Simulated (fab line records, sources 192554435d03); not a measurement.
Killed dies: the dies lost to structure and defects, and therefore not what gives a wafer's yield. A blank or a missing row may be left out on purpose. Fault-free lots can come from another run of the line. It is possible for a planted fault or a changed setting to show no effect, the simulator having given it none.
Split-lot experiment / flow n5-finfet / 21 wafers read across 7 lots, on a route 1938 steps long

THE SPLIT
At N5_BEOL_M4_ETCH_64 (etches SOC in N2/H2, target depth 75 nm, overetch 22.5 nm, time 121.9 s), the setting bias-w was moved away from the recipe's 150 W on 7 of the 21 wafers read, by +7.1% to +16.7%. All remaining wafers had this setting at the recipe value.

The reading comes from the split's own step.

THE READING
rf-vpp-V, in V, at N5_BEOL_M4_ETCH_64 (etches SOC in N2/H2, target depth 75 nm, overetch 22.5 nm, time 121.9 s). On this fab line, fault-free wafers typically give 524.4 V with a standard deviation of 2.3 V.

wafer=L076.1; tool, chamber at the split=rie-diel-02, 2; bias-w as run, W=150; against the recipe=recipe; rf-vpp-V, V=521.5; against lot-mates on the recipe=-
wafer=L076.2; tool, chamber at the split=rie-diel-02, 0; bias-w as run, W=150; against the recipe=recipe; rf-vpp-V, V=525.0; against lot-mates on the recipe=-
wafer=L076.5; tool, chamber at the split=rie-diel-02, 3; bias-w as run, W=173; against the recipe=+15.3%; rf-vpp-V, V=571.3; against lot-mates on the recipe=+48.0
wafer=L075.1; tool, chamber at the split=rie-diel-02, 3; bias-w as run, W=175; against the recipe=+16.7%; rf-vpp-V, V=574.9; against lot-mates on the recipe=+51.7
wafer=L075.2; tool, chamber at the split=rie-diel-02, 0; bias-w as run, W=150; against the recipe=recipe; rf-vpp-V, V=522.4; against lot-mates on the recipe=-
wafer=L075.4; tool, chamber at the split=rie-diel-02, 1; bias-w as run, W=150; against the recipe=recipe; rf-vpp-V, V=524.0; against lot-mates on the recipe=-
wafer=L079.3; tool, chamber at the split=rie-diel-05, 1; bias-w as run, W=173.4; against the recipe=+15.6%; rf-vpp-V, V=572.5; against lot-mates on the recipe=+44.6
wafer=L079.4; tool, chamber at the split=rie-diel-05, 2; bias-w as run, W=173.4; against the recipe=+15.6%; rf-vpp-V, V=577.7; against lot-mates on the recipe=+49.8
wafer=L079.5; tool, chamber at the split=rie-diel-05, 2; bias-w as run, W=150; against the recipe=recipe; rf-vpp-V, V=527.9; against lot-mates on the recipe=-
wafer=L080.2; tool, chamber at the split=rie-diel-05, 1; bias-w as run, W=150; against the recipe=recipe; rf-vpp-V, V=521.4; against lot-mates on the recipe=-
wafer=L080.3; tool, chamber at the split=rie-diel-05, 3; bias-w as run, W=160.6; against the recipe=+7.1%; rf-vpp-V, V=546.7; against lot-mates on the recipe=+25.3
wafer=L080.5; tool, chamber at the split=rie-diel-05, 2; bias-w as run, W=160.6; against the recipe=+7.1%; rf-vpp-V, V=548.8; against lot-mates on the recipe=+27.4
wafer=L089.2; tool, chamber at the split=rie-diel-05, 1; bias-w as run, W=150; against the recipe=recipe; rf-vpp-V, V=523.1; against lot-mates on the recipe=-
wafer=L089.3; tool, chamber at the split=rie-diel-05, 0; bias-w as run, W=150; against the recipe=recipe; rf-vpp-V, V=526.1; against lot-mates on the recipe=-
wafer=L089.6; tool, chamber at the split=rie-diel-05, 1; bias-w as run, W=150; against the recipe=recipe; rf-vpp-V, V=522.6; against lot-mates on the recipe=-
wafer=L092.1; tool, chamber at the split=rie-diel-02, 1; bias-w as run, W=150; against the recipe=recipe; rf-vpp-V, V=525.3; against lot-mates on the recipe=-
wafer=L092.3; tool, chamber at the split=rie-diel-02, 3; bias-w as run, W=150; against the recipe=recipe; rf-vpp-V, V=522.5; against lot-mates on the recipe=-
wafer=L092.4; tool, chamber at the split=rie-diel-02, 2; bias-w as run, W=150; against the recipe=recipe; rf-vpp-V, V=521.7; against lot-mates on the recipe=-
wafer=L097.2; tool, chamber at the split=rie-diel-05, 2; bias-w as run, W=166.2; against the recipe=+10.8%; rf-vpp-V, V=560.4; against lot-mates on the recipe=+36.0
wafer=L097.5; tool, chamber at the split=rie-diel-05, 1; bias-w as run, W=150; against the recipe=recipe; rf-vpp-V, V=521.0; against lot-mates on the recipe=-
wafer=L097.6; tool, chamber at the split=rie-diel-05, 0; bias-w as run, W=150; against the recipe=recipe; rf-vpp-V, V=527.7; against lot-mates on the recipe=-

THE FIT
A straight line over all 21 wafers: rf-vpp-V changes by +3.21 V for each +1% of bias-w; r = +0.99; the points scatter about the line by 2.3 V.
The same after taking each lot's own level away (the mean of its wafers on the recipe; 21 wafers): +3.13 V for each +1%; r = +0.99; scatter 2.3 V.
The reading moves by 52 V for the largest change in bias-w, on that fit.
Across the lots, their own levels run from 521.40 to 527.90 V, a range of 2.8 times the standard deviation given above.
Consequently the slope shifts little with the lot-to-lot level, the two slopes agreeing.
Check: for one of the wafers moved furthest among these (+16.7%), held out of the fit, the line's prediction against its lot-mates is +52.7 V. It came out at +51.7 V against them.
Tool readings at the split's step, against how far the setting was moved: rf-vpp-V r = +0.99.

OTHER SPLITS ON THESE WAFERS
Note: prior to the reading, these wafers also went through further splits. Each is held against what the fit with the lots' levels taken away leaves over:
other split on the same wafers=N5_BEOL_M0_SAQP_ETCH_88 source-w; wafers away from the commonest value=9; r with rf-vpp-V (lot level and that fit taken away)=-0.34
other split on the same wafers=N5_BEOL_M1_EXPOSE_25 dose-mj; wafers away from the commonest value=5; r with rf-vpp-V (lot level and that fit taken away)=-0.06
other split on the same wafers=N5_BEOL_M3_ETCH_70 source-w; wafers away from the commonest value=7; r with rf-vpp-V (lot level and that fit taken away)=-0.15
other split on the same wafers=N5_BEOL_M3_ETCH_41 target-depth-a; wafers away from the commonest value=5; r with rf-vpp-V (lot level and that fit taken away)=-0.13
other split on the same wafers=N5_BEOL_M4_DESCUM_16 time-s; wafers away from the commonest value=5; r with rf-vpp-V (lot level and that fit taken away)=-0.14

THE WHOLE CHAIN: every reading that the file lists as answering this split, in the file's order
step=N5_BEOL_M4_ETCH_64; what it does=etches SOC in N2/H2, target depth 75 nm, overetch 22.5 nm, time 121.9 s; reading=rf-vpp-V; change (the file's fit)=+3.15 V for each +1% of the setting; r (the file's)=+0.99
step=N5_BEOL_M4_ETCH_64; what it does=etches SOC in N2/H2, target depth 75 nm, overetch 22.5 nm, time 121.9 s; reading=SiARC_of_BEOL_M4_COAT_62.thk-nm (the simulator's own value, which no gauge read); change (the file's fit)=-0.0602 nm for each +1% of the setting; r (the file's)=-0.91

FILE'S OWN FIT
rf-vpp-V changes by +3.15 V for each +1% of bias-w, r = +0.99.
